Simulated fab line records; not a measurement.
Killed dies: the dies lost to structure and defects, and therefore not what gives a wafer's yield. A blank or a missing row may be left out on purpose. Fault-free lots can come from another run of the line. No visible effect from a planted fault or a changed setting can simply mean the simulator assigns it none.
One fault through the eyes of 3 desks -- flow n5 finfet -- only its own numbers are on each desk; what lay behind them is given at the end

THE DEFECT DESK
For each lot, the counts of the inspections along the route, averaged over the sampled wafers that have a number. A lot is out of limits, marked OUT, if its mean lies more than 4 standard deviations from the usual mean; the brackets give that distance.
Columns: A = raw defect count at N5_BEOL_M3_INSPECT_59, usual 79; B = raw defect count at N5_BEOL_M4_INSPECT_13, usual 426
lot,first seen here,A,B
L277,day 8 17:46,119,567
L281,day 8 19:59,99,429
L283,day 9 19:31,101,1279 (+7.8) OUT
L287,day 11 00:15,68,1176 (+6.8) OUT
L288,day 11 17:17,95,499
L298,day 13 21:39,91,454
This desk finds L283, L287 out of limits, L283 being first, at day 9 20:29 (raw defect count at N5_BEOL_M4_INSPECT_13). Within limits: L277, L281, L288, L298.

FROM THE METROLOGY DESK
What the gauges read for every lot (on any tool): the sampled wafers with a number, averaged. A lot is out of limits, marked OUT, if its mean lies more than 4 standard deviations from the usual mean; the brackets give that distance. It has 15 readings; the 7 that lie furthest out on some lot are the ones shown.
Columns: A = M3_THK at N5_BEOL_M3_THK_MEAS_53, usual 39.5 nm; B = M3_RS at N5_BEOL_M3_RS_MEAS_58, usual 0.69 ohm/sq; C = M4_OVL at N5_BEOL_M4_OVL_MEAS_12, usual -0.1 nm; D = DIBL_N at N5_BEOL_M4_RC_MEAS_101, usual 36.6 mV/V; E = SS_N at N5_BEOL_M4_RC_MEAS_101, usual 71.7 mV/dec; F = VT_N at N5_BEOL_M4_RC_MEAS_101, usual 249 mV; G = VT_P at N5_BEOL_M4_RC_MEAS_101, usual -250 mV
lot,first seen here,A,B,C,D,E,F,G
L277,day 8 17:24,40.6,0.66,-0.8,37.5,72.1,248,-250
L281,day 8 19:43,38.8,0.71,0.5,38.3,71.5,248,-252
L283,day 9 19:14,39.0,0.70,-0.2,38.1,72.8,248,-246
L287,day 10 23:58,38.3,0.71,-0.6,36.3,71.8,249,-249
L288,day 11 16:59,41.6,0.65,-0.3,33.6,71.2,255,-251
L298,day 13 21:22,40.1,0.69,0.8,36.7,72.4,253,-252
Result from this desk: across the 6 lots, nothing is out of limits.

TOOL OWNER'S DESK, pecvd-03
The tool's own readings at N5_BEOL_M4_PECVD_72 (deposits SiO2 from TEOS/O2, target thk 16 nm, time 18 s): means of the sampled wafers that have a number, for each lot that ran on this tool. A lot is out of limits, marked OUT, if its mean lies more than 4 standard deviations from the usual mean; the brackets give that distance.
Columns: A = heater power w at N5_BEOL_M4_PECVD_72, usual 748 W; B = showerhead plenum p Torr at N5_BEOL_M4_PECVD_72, usual 8.80 Torr; C = throttle valve pct at N5_BEOL_M4_PECVD_72, usual 21.6 %
lot,first seen here,A,B,C
L281,day 8 20:08,752,8.81,20.4
L283,day 9 19:40,882,8.82,21.3
L287,day 11 00:23,797,8.82,21.2
Result from this desk: across the 3 lots, nothing is out of limits.

ALL TOGETHER
The defect desk could have raised an alarm at day 9 20:29, on L283, L287.
Nothing out of limits was seen by the metrology desk.
The tool owner's desk saw nothing out of limits.
The metrology desk holds a record of L283, L287, inside its limits.
Tool owner's desk: L283, L287 on record, inside its limits.
Of the lots named, all ran N5_BEOL_M4_PECVD_72 on pecvd-03.

WHAT HAD BEEN PUT IN BY THE SIMULATOR
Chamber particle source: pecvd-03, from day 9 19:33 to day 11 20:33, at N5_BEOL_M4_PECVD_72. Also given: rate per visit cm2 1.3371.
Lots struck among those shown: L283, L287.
Hours from the fault's start to each desk's first reading out of limits: the defect desk, 1.
